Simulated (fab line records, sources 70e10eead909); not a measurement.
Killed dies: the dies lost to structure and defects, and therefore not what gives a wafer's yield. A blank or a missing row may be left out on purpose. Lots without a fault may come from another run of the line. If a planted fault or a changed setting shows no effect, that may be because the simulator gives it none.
Chamber matching -- flow nand harc -- 4 sister chambers for NHARC_THIN_TSV_CMP_01 on cmp-04
The step polishes. 20 wafers are shown with their chamber, then 9 later ones without.

== EACH WAFER AND ITS CHAMBER ==
wafer,chamber,motor current A (A)
L468.2,1,12.9
L468.3,0,12.5
L468.4,3,12.0
L470.2,2,12.2
L470.3,0,12.1
L470.6,2,12.9
L469.3,1,12.0
L469.4,3,12.8
L469.5,3,12.4
L472.1,3,13.1
L472.4,2,11.8
L472.5,2,11.7
L476.1,0,12.1
L476.3,1,11.7
L483.2,3,13.6
L483.3,1,12.8
L483.5,3,12.5
L484.3,2,11.6
L484.4,1,13.1
L484.5,1,12.6

SIGNATURES (averages over the wafers above)
reading,chamber 0,chamber 1,chamber 2,chamber 3,scatter within a chamber
motor current A,12.233,12.517,12.040,12.733,0.521
Rule: distance of a wafer from a chamber = root of the sum over the readings of ((wafer's reading minus chamber's mean) / reading's scatter) squared. The wafer belongs to the nearest chamber; if the next one is less than 2 further off, it can't be placed. The scatter: take each reading less its chamber's mean, square it, sum over the shown wafers, divide by the number of wafers less the number of chambers, and take the root.

== WAFERS WITHOUT THEIR CHAMBER ==
wafer,motor current A (A)
L486.2,12.3
L486.3,12.0
L486.5,12.1
L489.3,12.5
L489.5,12.4
L489.6,12.1
L488.2,12.2
L488.3,12.3
L488.6,12.3

== EACH ONE'S CHAMBER ==
wafer,from the rows above,in truth
L486.2,can't be placed: 0 or 1 or 2 or 3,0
L486.3,can't be placed: 2 or 0 or 1 or 3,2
L486.5,can't be placed: 2 or 0 or 1 or 3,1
L489.3,can't be placed: 1 or 3 or 0 or 2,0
L489.5,can't be placed: 1 or 0 or 3 or 2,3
L489.6,can't be placed: 2 or 0 or 1 or 3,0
L488.2,can't be placed: 0 or 2 or 1 or 3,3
L488.3,can't be placed: 0 or 1 or 2 or 3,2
L488.6,can't be placed: 0 or 1 or 2 or 3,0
0 of 9 placed correctly. These rows do not allow placing 9 (true chamber among the candidates in 9). Placed wrongly: 0.
